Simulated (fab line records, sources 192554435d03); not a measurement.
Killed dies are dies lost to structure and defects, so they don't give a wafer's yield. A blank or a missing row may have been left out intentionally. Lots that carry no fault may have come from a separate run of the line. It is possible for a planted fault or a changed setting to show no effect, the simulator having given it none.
fab line records	flow n5_finfet
record: lots: 24	wafers: 72	last_day: 19
route steps=1938 shown BEOL_M0_SAQP@692 BEOL_M0_CUTY@711 BEOL_M0@716 BEOL_M1@754
lots with no fault: from the same line, run without faults
start_h: start of the lot's first displayed wafer, in hours after the record's first day	wait_h: time in hours since the lot's previous step	" identical to the entry in the row above	L1.1+2: several wafers, shown together as one row	- no value, or no start given	* or withheld: withheld	< > ~ a bound
route shown NAME@n: NAME is a module with steps in the file, n the number in the route of the first one	usual: average and standard deviation across the fault-free wafers	same: alike in all rows	chamber/n: place in a boat	sites: the reading at each site	_std_site: their standard deviation	_edge_site: mean of outer sites minus mean of inner sites	radius_mm: for every site, how far away it sits from the centre of the wafer	mask NAME#n: copy n	behind: the tool/chamber that last shaped the wafer	hold: cause of the lot's hold/its duration in hours/its outcome	device: which transistor (n, p or np) failed to switch	end of line: the tests these same wafers got at the end of their route	a step with no rows: only its recipe	killed: not the wafer's yield, but the dies lost to structure and defects at the first sort	map: dies across one wafer; x = killed, . = not, _ = none there
set.NAME: the setting the step ran with; set.NAME@STEP: the setting that earlier step ran with	model.NAME: the simulator's own value behind a step, which no gauge read
one table for each step of the route and one row for each wafer, over a sample of lots
services: from which hour (start_h, from the record's first day; less than 0 if before it) a tool's chamber was out of use, for how many hours, and why
== steps ==
step: N5_BEOL_M0_SAQP_DESCUM_45
recipe: chemistry: O2	time_s: 7	source_power_w: 50	bias_power_w: 20	pressure_mtorr: 20	rf_frequency_hz: 2.712e+07	temp_c: 40	resist: CAR-EUV	o2_flow_sccm: 225
usual: bias_power_w: 20.00/0.058	drypump_motor_current_A: 5.6/0.36	oes_product_au: 0.80/0.084	rf_vpp_V: 243.6/1.4	showerhead_plenum_p_Torr: 2.13/0.068	throttle_valve_pct: 20.52/0.17
same: time_s: 7
lot.wafer	tool	chamber	start_h	wait_h	bias_power_w	drypump_motor_current_A	oes_product_au	rf_hours_counter_h	rf_vpp_V	showerhead_plenum_p_Torr	throttle_valve_pct
L074.1	rie_diel-05	2	115.44	0.0	20.02	5.7	0.78	134	241.8	2.02	20.68
L074.4	"	3	"	"	20.06	5.4	0.76	153	241.3	2.00	20.31
L074.6	"	2	"	"	19.96	5.7	0.77	-	242.2	2.02	20.69
L075.2	rie_diel-04	1	118.96	0.0	20.00	5.0	0.77	127	244.2	2.20	20.56
L075.4	"	3	"	"	20.03	5.4	0.70	208	242.6	2.06	20.60
L075.5	"	3	"	"	20.04	5.4	0.70	-	243.0	2.06	20.61
L077.1	rie_diel-02	2	127.10	0.3	20.06	5.8	0.76	139	245.5	2.19	20.46
L077.2	"	1	"	"	19.93	6.0	0.90	31	243.5	2.11	20.61
L077.4	"	0	"	"	19.96	5.6	0.81	-	242.3	2.12	20.55
L078.1	rie_diel-02	2	139.20	0.1	20.03	5.7	0.76	143	243.4	2.19	20.47
L078.2	"	0	"	"	19.96	5.5	0.81	95	243.9	2.12	20.55
L078.4	"	3	"	"	19.96	5.7	0.97	2	244.8	2.22	20.19
L079.1	rie_diel-02	2	143.95	0.0	20.01	5.7	0.76	145	244.9	2.19	20.46
L079.4	"	3	"	"	20.06	5.7	0.95	4	244.5	2.22	20.20
L079.6	"	3	"	"	20.01	5.8	0.95	-	244.7	2.22	20.20
L080.2	rie_diel-02	2	147.83	0.0	20.04	5.7	0.76	146	246.2	2.19	20.46
L080.3	"	0	"	"	19.89	5.6	0.79	99	242.4	2.12	20.57
L080.4	"	1	"	"	19.93	6.0	0.89	38	243.2	2.11	20.62
L081.3	rie_diel-02	0	154.34	0.0	20.02	5.6	0.79	101	242.9	2.12	20.56
L081.4	"	1	"	"	20.05	6.0	0.88	40	242.9	2.11	20.61
L081.6	"	1	"	"	20.10	6.1	0.89	-	244.5	2.11	20.61
L082.3	rie_diel-04	0	161.43	0.1	20.12	5.4	0.73	184	245.2	2.20	20.37
L082.4	"	2	"	"	19.98	5.0	0.95	2	243.2	2.14	20.47
L082.6	"	2	"	"	19.96	5.0	0.95	-	243.5	2.14	20.47
L083.2	rie_diel-05	2	166.58	0.0	20.03	5.6	0.75	148	241.2	2.01	20.72
L083.5	"	2	"	"	19.98	5.6	0.75	-	242.5	2.01	20.71
L083.6	"	1	"	"	19.96	6.1	0.82	-	243.6	2.10	20.41
L084.1	rie_diel-02	0	174.47	0.0	19.97	5.5	0.79	106	243.0	2.11	20.57
L084.3	"	1	"	"	20.06	6.0	0.89	45	243.1	2.11	20.62
L084.5	"	0	"	"	20.01	5.6	0.79	-	242.5	2.11	20.59
L085.2	rie_diel-05	1	180.26	0.2	20.00	6.2	0.81	82	242.6	2.10	20.43
L085.4	"	0	"	"	19.98	5.0	0.67	249	244.0	2.15	21.01
L085.6	"	0	"	"	19.92	5.0	0.67	-	245.3	2.15	21.01
L086.1	rie_diel-02	3	182.65	0.0	20.09	5.7	0.93	15	246.4	2.22	20.21
L086.2	"	1	"	"	20.08	6.0	0.89	47	243.0	2.11	20.62
L086.3	"	0	"	"	19.97	5.6	0.79	108	242.2	2.11	20.58
L087.1	rie_diel-04	2	188.37	0.0	20.00	4.9	0.92	9	244.2	2.14	20.49
L087.2	"	0	"	"	19.92	5.5	0.73	193	246.2	2.19	20.40
L087.5	"	0	"	"	19.91	5.5	0.72	-	245.2	2.20	20.39
L088.1	rie_diel-05	3	193.03	0.2	19.99	5.4	0.74	177	241.3	1.99	20.35
L088.4	"	1	"	"	19.95	6.2	0.81	-	244.2	2.10	20.44
L088.5	"	2	"	"	20.03	5.7	0.75	-	242.6	2.01	20.71
L089.1	rie_diel-04	2	198.03	0.1	20.04	4.9	0.91	13	244.3	2.13	20.49
L089.4	"	0	"	"	19.91	5.5	0.72	196	244.8	2.19	20.40
L089.6	"	3	"	"	20.01	5.3	0.67	-	242.5	2.05	20.66
L090.1	rie_diel-02	3	208.07	0.1	20.02	5.7	0.91	21	244.1	2.21	20.21
L090.5	"	0	"	"	20.03	5.6	0.79	-	243.6	2.11	20.58
L090.6	"	1	"	"	19.96	6.0	0.87	-	244.9	2.11	20.63
L091.1	rie_diel-05	3	212.25	0.0	20.01	5.3	0.73	186	241.5	1.99	20.36
L091.2	"	1	"	"	20.05	6.2	0.80	97	242.9	2.10	20.45
L091.4	"	0	"	"	19.94	4.9	0.98	3	245.2	2.15	20.71
L092.2	rie_diel-05	3	219.76	0.3	19.98	5.4	0.72	188	244.1	1.99	20.36
L092.4	"	0	"	"	20.01	5.0	0.97	5	244.8	2.15	20.70
L092.5	"	1	"	"	19.84	6.2	0.79	-	242.5	2.10	20.44
L093.2	rie_diel-02	3	229.03	0.0	20.10	5.7	0.90	26	245.5	2.21	20.22
L093.4	"	0	"	"	20.11	5.5	0.78	119	245.0	2.11	20.61
L093.6	"	1	"	"	19.95	6.0	0.87	-	244.5	2.11	20.64
L076.2	rie_diel-02	0	232.18	0.0	19.97	5.5	0.77	120	242.3	2.11	20.59
L076.3	"	3	"	"	19.99	5.7	0.90	27	246.3	2.21	20.23
L076.5	"	3	"	"	20.05	5.7	0.90	-	243.6	2.21	20.23
L094.4	rie_diel-04	0	236.27	0.1	20.05	5.5	0.71	211	243.5	2.19	20.42
L094.5	"	0	"	"	20.08	5.5	0.71	-	243.5	2.19	20.42
L094.6	"	1	"	"	19.95	5.0	0.74	-	244.6	2.18	20.60
L095.1	rie_diel-05	0	245.44	0.0	20.07	5.0	0.94	12	244.1	2.15	20.73
L095.3	"	3	"	"	20.00	5.4	0.72	196	240.5	1.99	20.39
L095.6	"	3	"	"	20.02	5.4	0.73	-	240.8	1.99	20.38
L097.1	rie_diel-04	1	249.35	0.0	20.05	5.0	0.74	160	244.6	2.18	20.60
L097.3	"	2	"	"	19.97	5.0	0.87	30	242.3	2.13	20.50
L097.6	"	1	"	"	20.10	5.0	0.74	-	244.2	2.18	20.58
L096.1	rie_diel-02	0	253.73	0.0	20.00	5.6	0.77	126	243.0	2.11	20.60
L096.3	"	1	"	"	19.97	6.0	0.85	65	242.5	2.10	20.65
L096.4	"	3	"	"	19.98	5.7	0.87	34	245.5	2.21	20.23
step: N5_BEOL_M0_CUTY_DESCUM_61
recipe: chemistry: O2	time_s: 7.9	source_power_w: 50	bias_power_w: 20	pressure_mtorr: 20	rf_frequency_hz: 2.712e+07	temp_c: 40	resist: CAR-ArF-block	o2_flow_sccm: 225
usual: bias_power_w: 20.00/0.052	drypump_motor_current_A: 5.6/0.35	oes_product_au: 0.76/0.062	rf_vpp_V: 243.5/1.3	showerhead_plenum_p_Torr: 2.12/0.06	throttle_valve_pct: 20.5/0.32
same: time_s: 7.9
lot.wafer	tool	chamber	start_h	wait_h	bias_power_w	drypump_motor_current_A	oes_product_au	rf_hours_counter_h	rf_vpp_V	showerhead_plenum_p_Torr	throttle_valve_pct
L074.1	rie_diel-03	2	117.08	0.0	20.00	6.3	0.74	181	242.4	2.11	20.6
L074.4	"	1	"	"	20.02	5.8	0.80	95	241.6	2.14	20.5
L074.6	"	3	"	"	19.99	5.1	0.76	-	243.4	2.11	20.5
L075.2	rie_diel-03	1	120.60	0.0	20.04	5.7	0.81	96	243.3	2.14	20.5
L075.4	"	2	"	"	19.88	6.3	0.74	182	243.1	2.11	20.6
L075.5	"	3	"	"	20.05	5.1	0.76	-	243.4	2.11	20.5
L077.1	rie_diel-03	3	128.49	0.0	19.91	5.1	0.75	144	243.9	2.11	20.5
L077.2	"	2	"	"	20.02	6.3	0.73	185	242.6	2.11	20.6
L077.4	"	0	"	"	19.99	5.3	0.70	231	244.5	2.16	20.9
L078.1	rie_diel-06	1	141.47	0.0	19.99	5.6	0.72	215	243.8	2.14	20.8
L078.2	"	0	"	"	19.96	5.9	0.86	62	240.9	2.01	20.0
L078.4	"	3	"	"	20.08	5.1	0.72	166	244.8	2.19	20.9
L079.1	rie_diel-06	0	145.41	0.0	20.01	5.9	0.85	63	242.5	2.01	20.0
L079.4	"	1	"	"	20.08	5.6	0.71	-	244.1	2.14	20.7
L079.6	"	3	"	"	19.99	5.1	0.72	-	244.7	2.19	20.9
L080.2	rie_diel-06	1	149.39	0.1	20.00	5.6	0.71	218	244.4	2.14	20.8
L080.3	"	3	"	"	20.06	5.1	0.71	170	243.8	2.19	20.9
L080.4	"	3	"	"	19.99	5.1	0.72	-	244.0	2.19	20.9
L081.3	rie_diel-01	3	155.78	0.0	19.95	5.5	0.89	32	241.9	2.04	20.0
L081.4	"	1	"	"	20.01	5.5	0.76	168	243.6	2.17	20.5
L081.6	"	0	"	"	19.91	5.7	0.87	-	246.2	2.22	20.1
L082.3	rie_diel-06	0	162.95	0.0	20.06	5.9	0.83	70	243.1	2.01	20.0
L082.4	"	2	"	"	20.09	5.5	0.82	74	244.9	2.10	20.3
L082.6	"	0	"	"	20.10	5.9	0.82	-	241.5	2.01	20.0
L083.2	rie_diel-06	0	167.84	0.0	20.07	5.9	0.83	71	242.2	2.01	20.0
L083.5	"	0	"	"	20.09	5.9	0.83	-	241.7	2.01	20.0
L083.6	"	3	"	"	20.01	5.1	0.71	-	245.2	2.19	20.9
L084.1	rie_diel-06	2	175.86	0.0	19.96	5.5	0.82	78	244.9	2.10	20.3
L084.3	"	3	"	"	20.05	5.1	0.71	179	244.5	2.19	20.9
L084.5	"	0	"	"	20.02	5.9	0.82	-	242.3	2.01	20.0
L085.2	rie_diel-03	0	182.03	0.0	20.01	5.3	0.69	247	242.8	2.15	20.9
L085.4	"	1	"	"	20.00	5.8	0.79	118	243.6	2.13	20.5
L085.6	"	0	"	"	19.85	5.3	0.70	-	242.3	2.15	20.9
L086.1	rie_diel-03	2	184.86	0.0	19.88	6.3	0.72	206	243.6	2.10	20.7
L086.2	"	3	"	"	19.97	5.2	0.74	164	242.5	2.10	20.5
L086.3	"	0	"	"	20.03	5.3	0.69	248	243.6	2.15	20.9
L087.1	rie_diel-01	3	189.85	0.1	19.97	5.5	0.87	43	242.6	2.03	20.0
L087.2	"	2	"	"	20.03	5.7	0.68	234	243.8	2.17	21.0
L087.5	"	0	"	"	19.96	5.7	0.85	-	244.9	2.22	20.1
L088.1	rie_diel-03	1	194.42	0.0	20.04	5.8	0.78	123	242.5	2.13	20.5
L088.4	"	3	"	"	19.94	5.2	0.73	-	242.3	2.10	20.5
L088.5	"	1	"	"	20.06	5.8	0.78	-	244.1	2.13	20.5
L089.1	rie_diel-03	1	199.65	0.0	19.94	5.8	0.78	125	243.6	2.13	20.5
L089.4	"	2	"	"	19.97	6.3	0.72	-	243.9	2.10	20.7
L089.6	"	1	"	"	19.99	5.7	0.77	-	241.5	2.13	20.5
L090.1	rie_diel-01	3	209.71	0.3	20.01	5.5	0.86	51	240.8	2.03	20.0
L090.5	"	0	"	"	19.93	5.7	0.83	-	244.8	2.21	20.1
L090.6	"	3	"	"	20.01	5.5	0.86	-	242.6	2.03	20.0
L091.1	rie_diel-06	2	213.64	0.0	20.11	5.5	0.81	90	242.7	2.09	20.4
L091.2	"	1	"	"	19.99	5.6	0.69	239	241.1	2.13	20.8
L091.4	"	0	"	"	20.09	5.9	0.83	86	241.8	2.00	20.1
L092.2	rie_diel-03	0	221.04	0.0	19.98	5.3	0.94	6	242.1	2.15	20.5
L092.4	"	3	"	"	20.00	5.2	0.73	178	242.6	2.10	20.6
L092.5	"	3	"	"	19.94	5.1	0.72	-	242.6	2.10	20.6
L093.2	rie_diel-01	1	230.29	0.0	19.94	5.5	0.73	194	243.1	2.16	20.6
L093.4	"	0	"	"	20.08	5.7	0.83	76	244.1	2.21	20.1
L093.6	"	2	"	"	20.05	5.7	0.67	-	244.8	2.17	21.0
L076.2	rie_diel-01	3	233.59	0.1	20.01	5.5	0.86	60	243.1	2.03	20.0
L076.3	"	1	"	"	20.02	5.5	0.74	195	243.7	2.16	20.6
L076.5	"	1	"	"	19.98	5.5	0.73	-	244.7	2.16	20.6
L094.4	rie_diel-03	2	237.68	0.0	20.02	6.2	0.70	226	243.8	2.09	20.7
L094.5	"	3	"	"	20.06	5.1	0.73	-	242.7	2.09	20.6
L094.6	"	2	"	"	19.94	6.2	0.70	-	242.4	2.09	20.7
L095.1	rie_diel-06	3	247.13	0.5	19.98	5.1	0.69	199	246.0	2.18	21.0
L095.3	"	1	"	"	19.94	5.6	0.68	245	242.4	2.13	20.8
L095.6	"	0	"	"	20.00	5.9	0.81	-	241.9	2.00	20.1
L097.1	rie_diel-06	0	250.61	0.0	20.00	5.9	0.81	94	240.9	2.00	20.1
L097.3	"	2	"	"	20.04	5.5	0.80	98	244.2	2.09	20.4
L097.6	"	3	"	"	19.94	5.1	0.69	-	244.7	2.18	21.0
L096.1	rie_diel-01	0	255.12	0.0	19.99	5.7	0.82	89	245.0	2.21	20.1
L096.3	"	3	"	"	19.94	5.5	0.84	72	240.4	2.02	20.0
L096.4	"	1	"	"	19.97	5.5	0.73	-	244.7	2.16	20.6
step: N5_BEOL_M0_HM_OPEN_105
recipe: chemistry: Cl2/BCl3	target_depth_a: 120	target: TiN	ion_energy_ev: 150	pressure_mtorr: 10	icp_w: 1000	bias_w: 126	Cl2_flow_sccm: 53.25	bcl3_flow_sccm: 21.75	Ar_flow_sccm: 25
usual: drypump_motor_current_A: 5.6/0.36	oes_product_au: 0.78/0.15	throttle_valve_pct: 22.12/0.13
lot.wafer	tool	chamber	start_h	wait_h	drypump_motor_current_A	oes_product_au	rf_hours_counter_h	throttle_valve_pct
L074.1	rie_metal-01	0	126.72	9.4	6.1	0.97	3	22.20
L074.4	"	1	"	"	5.1	0.92	-	22.18
L074.6	"	0	"	"	6.0	0.97	-	22.22
L075.2	rie_metal-02	0	126.78	5.9	5.4	0.66	93	21.97
L075.4	"	0	"	"	5.4	0.66	-	22.00
L075.5	"	0	"	"	5.4	0.66	-	21.98
L077.1	rie_metal-01	1	129.75	1.0	5.1	0.92	8	22.19
L077.2	"	0	"	"	6.1	0.98	3	22.19
L077.4	"	0	"	"	6.1	0.97	-	22.19
L078.1	rie_metal-02	0	142.31	0.6	5.4	0.66	94	21.97
L078.2	"	0	"	"	5.4	0.65	-	21.97
L078.4	"	0	"	"	5.4	0.66	-	21.96
L079.1	rie_metal-02	0	145.76	0.1	5.4	0.66	94	21.97
L079.4	"	0	"	"	5.4	0.66	-	21.97
L079.6	"	0	"	"	5.4	0.66	-	21.97
L080.2	rie_metal-01	1	150.45	0.8	5.1	0.91	10	22.20
L080.3	"	0	"	"	6.0	0.96	-	22.20
L080.4	"	1	"	"	5.1	0.91	-	22.22
L081.3	rie_metal-02	0	156.34	0.3	5.4	0.65	-	21.97
L081.4	"	0	"	"	5.4	0.65	-	21.98
L081.6	"	0	"	"	5.4	0.65	-	21.98
L082.3	rie_metal-01	0	164.34	1.1	6.1	0.95	-	22.22
L082.4	"	1	"	"	5.1	0.91	-	22.20
L082.6	"	0	"	"	6.1	0.95	-	22.22
L083.2	rie_metal-01	1	169.60	1.5	5.1	0.90	12	22.22
L083.5	"	1	"	"	5.1	0.91	-	22.23
L083.6	"	0	"	"	6.1	0.94	-	22.25
L084.1	rie_metal-02	0	178.77	2.7	5.4	0.65	99	21.97
L084.3	"	0	"	"	5.4	0.65	-	21.99
L084.5	"	1	"	"	5.7	0.97	-	22.11
L085.2	rie_metal-03	1	184.09	1.8	5.3	0.61	116	21.93
L085.4	"	1	"	"	5.3	0.61	-	21.93
L085.6	"	0	"	"	6.1	0.65	-	22.24
L086.1	rie_metal-02	1	187.05	1.9	5.7	0.95	1	22.09
L086.2	"	0	"	"	5.4	0.65	99	22.00
L086.3	"	0	"	"	5.4	0.65	-	22.01
L087.1	rie_metal-03	1	190.31	0.2	5.3	0.61	117	21.92
L087.2	"	1	"	"	5.3	0.61	-	21.93
L087.5	"	1	"	"	5.3	0.61	-	21.93
L088.1	rie_metal-01	1	195.71	1.0	5.1	0.89	13	22.21
L088.4	"	1	"	"	5.1	0.88	-	22.22
L088.5	"	1	"	"	5.1	0.89	-	22.22
L089.1	rie_metal-01	1	200.66	0.8	5.1	0.89	13	22.22
L089.4	"	1	"	"	5.1	0.88	-	22.22
L089.6	"	0	"	"	6.1	0.93	-	22.21
L090.1	rie_metal-01	1	210.40	0.4	5.1	0.88	15	22.23
L090.5	"	1	"	"	5.1	0.89	-	22.23
L090.6	"	0	"	"	6.1	0.94	-	22.21
L091.1	rie_metal-02	1	213.94	0.1	5.7	0.91	4	22.12
L091.2	"	0	"	"	5.4	0.65	102	22.01
L091.4	"	1	"	"	5.7	0.91	-	22.13
L092.2	rie_metal-03	0	222.52	1.2	6.1	0.64	114	22.24
L092.4	"	0	"	"	6.1	0.64	-	22.23
L092.5	"	1	"	"	5.3	0.61	-	21.94
L093.2	rie_metal-03	0	230.63	0.1	6.1	0.64	114	22.27
L093.4	"	1	"	"	5.3	0.60	-	21.94
L093.6	"	0	"	"	6.1	0.64	-	22.26
L076.2	rie_metal-01	1	237.22	3.4	5.1	0.88	17	22.22
L076.3	"	0	"	"	6.1	0.93	-	22.22
L076.5	"	0	"	"	6.1	0.92	-	22.23
L094.4	rie_metal-01	1	240.07	2.2	5.1	0.87	-	22.22
L094.5	"	0	"	"	6.1	0.92	-	22.22
L094.6	"	1	"	"	5.1	0.87	-	22.22
L095.1	rie_metal-02	0	247.44	0.1	5.4	0.64	105	22.02
L095.3	"	0	"	"	5.4	0.64	-	22.00
L095.6	"	1	"	"	5.7	0.90	-	22.10
L097.1	rie_metal-02	1	263.09	12.2	5.7	0.90	8	22.12
L097.3	"	1	"	"	5.7	0.89	-	22.12
L097.6	"	1	"	"	5.7	0.90	-	22.13
L096.1	rie_metal-03	0	263.40	8.0	6.1	0.63	117	22.23
L096.3	"	1	"	"	5.3	0.60	-	21.94
L096.4	"	0	"	"	6.1	0.64	-	22.26
step: N5_BEOL_M0_ANNEAL_135
recipe: temp_c: 400	time_s: 60	ambient: vacuum
usual: heater_power_w: 804/63
same: time_s: 60
lot.wafer	tool	chamber	start_h	wait_h	heater_power_w
L074.1	pvd_sputter-01	-	129.01	0.0	830
L074.4	"	-	"	"	732
L074.6	"	-	"	"	864
L075.2	pvd_sputter-03	-	130.51	0.0	886
L075.4	"	-	"	"	656
L075.5	"	-	"	"	856
L077.1	pvd_sputter-02	-	133.99	0.0	834
L077.2	"	-	"	"	753
L077.4	"	-	"	"	764
L078.1	pvd_sputter-02	-	144.29	0.0	755
L078.2	"	-	"	"	853
L078.4	"	-	"	"	776
L079.1	pvd_sputter-01	-	150.28	0.0	834
L079.4	"	-	"	"	744
L079.6	"	-	"	"	897
L080.2	pvd_sputter-02	-	153.01	0.0	772
L080.3	"	-	"	"	757
L080.4	"	-	"	"	835
L081.3	pvd_sputter-02	-	159.78	0.0	832
L081.4	"	-	"	"	764
L081.6	"	-	"	"	754
L082.3	pvd_sputter-03	-	168.41	0.0	803
L082.4	"	-	"	"	889
L082.6	"	-	"	"	669
L083.2	pvd_sputter-01	-	171.60	0.0	751
L083.5	"	-	"	"	822
L083.6	"	-	"	"	738
L084.1	pvd_sputter-02	-	180.68	0.0	827
L084.3	"	-	"	"	765
L084.5	"	-	"	"	787
L085.2	pvd_sputter-01	-	187.45	0.0	758
L085.4	"	-	"	"	807
L085.6	"	-	"	"	895
L086.1	pvd_sputter-03	-	190.01	0.0	662
L086.2	"	-	"	"	897
L086.3	"	-	"	"	786
L087.1	pvd_sputter-03	-	192.85	0.0	673
L087.2	"	-	"	"	840
L087.5	"	-	"	"	821
L088.1	pvd_sputter-01	-	198.28	0.0	820
L088.4	"	-	"	"	898
L088.5	"	-	"	"	922
L089.1	pvd_sputter-03	-	203.43	0.0	887
L089.4	"	-	"	"	676
L089.6	"	-	"	"	885
L090.1	pvd_sputter-01	-	214.04	0.0	827
L090.5	"	-	"	"	882
L090.6	"	-	"	"	745
L091.1	pvd_sputter-03	-	217.44	0.0	678
L091.2	"	-	"	"	868
L091.4	"	-	"	"	865
L092.2	pvd_sputter-01	-	224.63	0.0	759
L092.4	"	-	"	"	916
L092.5	"	-	"	"	752
L093.2	pvd_sputter-03	-	233.16	0.0	839
L093.4	"	-	"	"	820
L093.6	"	-	"	"	884
L076.2	pvd_sputter-02	-	241.09	0.0	775
L076.3	"	-	"	"	842
L076.5	"	-	"	"	851
L094.4	pvd_sputter-03	-	245.28	0.0	878
L094.5	"	-	"	"	797
L094.6	"	-	"	"	891
L095.1	pvd_sputter-02	-	251.55	0.0	833
L095.3	"	-	"	"	768
L095.6	"	-	"	"	835
L097.1	pvd_sputter-02	-	265.10	0.0	784
L097.3	"	-	"	"	843
L097.6	"	-	"	"	761
L096.1	pvd_sputter-01	-	265.17	0.0	747
L096.3	"	-	"	"	899
L096.4	"	-	"	"	752
step: N5_BEOL_M0_SPUTTER_141
recipe: material: Cu	target_thk_a: 40	temp_c: -20	chamber_pressure_pa: 0.07	power_w: withheld	time_s: 7.37
usual: throttle_valve_pct: 29.5/1.2
same: time_s: 7.37
lot.wafer	tool	chamber	start_h	wait_h	throttle_valve_pct
L074.1	pvd_sputter-01	-	129.06	0.0	31.6
L074.4	"	-	"	"	29.2
L074.6	"	-	"	"	29.4
L075.2	pvd_sputter-03	-	130.55	0.0	29.1
L075.4	"	-	"	"	27.3
L075.5	"	-	"	"	30.6
L077.1	pvd_sputter-02	-	134.03	0.0	29.7
L077.2	"	-	"	"	29.7
L077.4	"	-	"	"	31.5
L078.1	pvd_sputter-02	-	144.33	0.0	29.4
L078.2	"	-	"	"	29.6
L078.4	"	-	"	"	31.2
L079.1	pvd_sputter-01	-	150.32	0.0	31.7
L079.4	"	-	"	"	29.0
L079.6	"	-	"	"	29.5
L080.2	pvd_sputter-02	-	153.05	0.0	31.5
L080.3	"	-	"	"	29.6
L080.4	"	-	"	"	29.4
L081.3	pvd_sputter-02	-	159.82	0.0	29.9
L081.4	"	-	"	"	29.6
L081.6	"	-	"	"	29.3
L082.3	pvd_sputter-03	-	168.45	0.0	27.7
L082.4	"	-	"	"	29.1
L082.6	"	-	"	"	27.1
L083.2	pvd_sputter-01	-	171.64	0.0	29.0
L083.5	"	-	"	"	31.4
L083.6	"	-	"	"	28.1
L084.1	pvd_sputter-02	-	180.72	0.0	29.8
L084.3	"	-	"	"	31.7
L084.5	"	-	"	"	31.5
L085.2	pvd_sputter-01	-	187.49	0.0	28.6
L085.4	"	-	"	"	31.3
L085.6	"	-	"	"	29.4
L086.1	pvd_sputter-03	-	190.05	0.0	27.3
L086.2	"	-	"	"	29.2
L086.3	"	-	"	"	28.2
L087.1	pvd_sputter-03	-	192.89	0.0	27.4
L087.2	"	-	"	"	30.6
L087.5	"	-	"	"	30.9
L088.1	pvd_sputter-01	-	198.32	0.0	31.5
L088.4	"	-	"	"	29.7
L088.5	"	-	"	"	29.5
L089.1	pvd_sputter-03	-	203.47	0.0	29.1
L089.4	"	-	"	"	27.2
L089.6	"	-	"	"	29.0
L090.1	pvd_sputter-01	-	214.08	0.0	31.4
L090.5	"	-	"	"	29.5
L090.6	"	-	"	"	29.0
L091.1	pvd_sputter-03	-	217.48	0.0	27.6
L091.2	"	-	"	"	29.1
L091.4	"	-	"	"	30.8
L092.2	pvd_sputter-01	-	224.67	0.0	28.2
L092.4	"	-	"	"	29.6
L092.5	"	-	"	"	28.6
L093.2	pvd_sputter-03	-	236.12	2.9	30.7
L093.4	"	-	"	"	28.1
L093.6	"	-	"	"	28.8
L076.2	pvd_sputter-02	-	241.13	0.0	31.4
L076.3	"	-	"	"	29.7
L076.5	"	-	"	"	29.8
L094.4	pvd_sputter-03	-	245.32	0.0	28.7
L094.5	"	-	"	"	28.2
L094.6	"	-	"	"	28.8
L095.1	pvd_sputter-02	-	251.59	0.0	30.0
L095.3	"	-	"	"	31.5
L095.6	"	-	"	"	29.8
L097.1	pvd_sputter-02	-	265.14	0.0	31.6
L097.3	"	-	"	"	29.7
L097.6	"	-	"	"	31.4
L096.1	pvd_sputter-01	-	265.21	0.0	29.0
L096.3	"	-	"	"	29.6
L096.4	"	-	"	"	28.3
step: N5_BEOL_M1_HM_DEP_02
recipe: material: TiN	target_thk_a: 200	temp_c: 25	chamber_pressure_pa: 0.49996
usual: throttle_valve_pct: 29.5/1.3
lot.wafer	tool	chamber	start_h	wait_h	throttle_valve_pct
L074.1	pvd_sputter-03	-	130.95	0.3	27.4
L074.4	"	-	"	"	30.7
L074.6	"	-	"	"	29.1
L075.2	pvd_sputter-02	-	134.31	2.4	31.6
L075.4	"	-	"	"	29.6
L075.5	"	-	"	"	31.4
L077.1	pvd_sputter-02	-	135.59	0.3	29.4
L077.2	"	-	"	"	29.7
L077.4	"	-	"	"	31.3
L078.1	pvd_sputter-02	-	146.25	0.7	31.4
L078.2	"	-	"	"	29.7
L078.4	"	-	"	"	29.7
L079.1	pvd_sputter-02	-	152.59	1.0	29.6
L079.4	"	-	"	"	29.7
L079.6	"	-	"	"	31.7
L080.2	pvd_sputter-03	-	155.67	1.4	30.8
L080.3	"	-	"	"	27.8
L080.4	"	-	"	"	28.0
L081.3	pvd_sputter-01	-	161.80	0.7	31.6
L081.4	"	-	"	"	31.6
L081.6	"	-	"	"	29.1
L082.3	pvd_sputter-01	-	170.30	0.6	29.2
L082.4	"	-	"	"	28.2
L082.6	"	-	"	"	31.3
L083.2	pvd_sputter-02	-	173.28	0.0	30.0
L083.5	"	-	"	"	29.7
L083.6	"	-	"	"	29.7
L084.1	pvd_sputter-03	-	182.21	0.3	29.0
L084.3	"	-	"	"	27.3
L084.5	"	-	"	"	27.4
L085.2	pvd_sputter-02	-	188.91	0.1	29.6
L085.4	"	-	"	"	29.5
L085.6	"	-	"	"	30.0
L086.1	pvd_sputter-03	-	191.41	0.1	29.0
L086.2	"	-	"	"	31.0
L086.3	"	-	"	"	28.0
L087.1	pvd_sputter-03	-	196.08	1.9	29.0
L087.2	"	-	"	"	27.3
L087.5	"	-	"	"	28.9
L088.1	pvd_sputter-03	-	201.45	1.7	30.6
L088.4	"	-	"	"	27.8
L088.5	"	-	"	"	27.3
L089.1	pvd_sputter-01	-	206.05	1.3	29.5
L089.4	"	-	"	"	28.5
L089.6	"	-	"	"	28.1
L090.1	pvd_sputter-03	-	216.08	0.8	28.9
L090.5	"	-	"	"	31.0
L090.6	"	-	"	"	29.1
L091.1	pvd_sputter-02	-	220.10	1.1	29.8
L091.2	"	-	"	"	31.5
L091.4	"	-	"	"	29.9
L092.2	pvd_sputter-01	-	227.25	1.1	28.5
L092.4	"	-	"	"	29.5
L092.5	"	-	"	"	31.6
L093.2	pvd_sputter-01	-	237.78	0.4	29.8
L093.4	"	-	"	"	31.6
L093.6	"	-	"	"	29.1
L076.2	pvd_sputter-01	-	244.09	1.6	28.4
L076.3	"	-	"	"	29.4
L076.5	"	-	"	"	28.4
L094.4	pvd_sputter-03	-	248.16	1.6	28.8
L094.5	"	-	"	"	30.7
L094.6	"	-	"	"	27.2
L095.1	pvd_sputter-03	-	256.55	3.7	29.2
L095.3	"	-	"	"	30.7
L095.6	"	-	"	"	29.1
L097.1	pvd_sputter-02	-	269.91	3.5	29.7
L097.3	"	-	"	"	31.3
L097.6	"	-	"	"	29.5
L096.1	pvd_sputter-03	-	269.97	3.5	28.1
L096.3	"	-	"	"	28.9
L096.4	"	-	"	"	30.6
== services ==
tool	chamber	start_h	hours	kind
rie_diel-04	-	95.90	0.4	repair
rie_diel-01	3	105.08	9.1	repair
pvd_sputter-01	-	112.84	13.6	repair
rie_diel-01	0	113.19	5.2	repair
rie_diel-06	2	113.32	8.0	repair
rie_diel-05	2	128.71	1.6	repair
rie_metal-03	-	128.72	0.1	repair
pvd_sputter-01	-	136.42	1.1	repair
rie_diel-05	-	139.60	0.4	repair
rie_diel-06	2	144.85	12.2	repair
pvd_sputter-03	-	159.89	2.5	repair
rie_diel-03	0	170.10	5.9	repair
rie_metal-01	-	177.14	4.5	repair
rie_diel-02	-	180.09	1.3	repair
rie_metal-01	-	197.18	2.8	pm
rie_diel-01	0	198.22	3.0	repair
rie_diel-05	1	213.02	4.7	repair
rie_diel-04	1	214.95	6.7	repair
rie_diel-04	1	222.61	13.5	repair
rie_diel-05	1	230.47	5.5	repair
rie_diel-02	1	230.65	2.4	repair
rie_diel-06	-	232.17	14.6	pm
rie_diel-05	3	263.47	13.5	repair
rie_diel-03	2	263.59	3.8	repair
== key ==
fault none
